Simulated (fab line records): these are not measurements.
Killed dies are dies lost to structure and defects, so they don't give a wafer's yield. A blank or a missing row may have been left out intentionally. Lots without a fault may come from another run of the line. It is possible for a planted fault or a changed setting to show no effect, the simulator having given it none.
Matching of chambers | flow n5-finfet | N5_BEOL_M11_CVD_75 on cvd-co-02: 3 sister chambers
The step deposits Co from CCTBA/H2, target thk 2 nm, time 138.9 s. 14 wafers are shown with their chamber, then 7 later ones without.

WAFERS PAIRED WITH THEIR CHAMBERS
wafer  | chamber | run-length-s (s)
L912.4 | 1       | 161.0
L912.5 | 2       | 162.0
L912.6 | 0       | 161.6
L914.2 | 1       | 161.3
L914.4 | 0       | 161.1
L914.5 | 2       | 162.2
L915.1 | 2       | 162.7
L915.2 | 0       | 161.2
L915.6 | 0       | 161.1
L917.1 | 0       | 161.1
L917.2 | 1       | 160.8
L917.5 | 0       | 161.6
L921.3 | 0       | 160.9
L921.4 | 1       | 160.9

SIGNATURES, as means of the wafers listed above
reading      | chamber 0 | chamber 1 | chamber 2 | scatter within a chamber
run-length-s | 161.229   | 161.000   | 162.300   | 0.275
Rule: a wafer's distance from a chamber is the root of the sum, over the readings, of the square of ((its reading less the chamber's mean) divided by the reading's scatter). The wafer belongs to the nearest chamber; if the next one is less than 2 further off, it can't be placed. The scatter: take each reading less its chamber's mean, square it, sum over the shown wafers, divide by the number of wafers less the number of chambers, and take the root.

WAFERS WITH NO CHAMBER GIVEN
wafer  | run-length-s (s)
L921.5 | 162.4
L923.3 | 162.1
L923.5 | 161.5
L925.1 | 162.1
L933.1 | 162.1
L933.4 | 160.9
L933.5 | 162.0

WHICH CHAMBER EACH ONE RAN IN
wafer  | from the rows above          | in truth
L921.5 | 2                            | 2
L923.3 | 2                            | 2
L923.5 | can't be placed: 0 or 1 or 2 | 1
L925.1 | 2                            | 2
L933.1 | 2                            | 2
L933.4 | can't be placed: 1 or 0      | 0
L933.5 | can't be placed: 2 or 0      | 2
Placed correctly: 4 of 7. Can't be placed from these rows: 3 (the true chamber is among the candidates in 3). Number placed wrongly: 0.
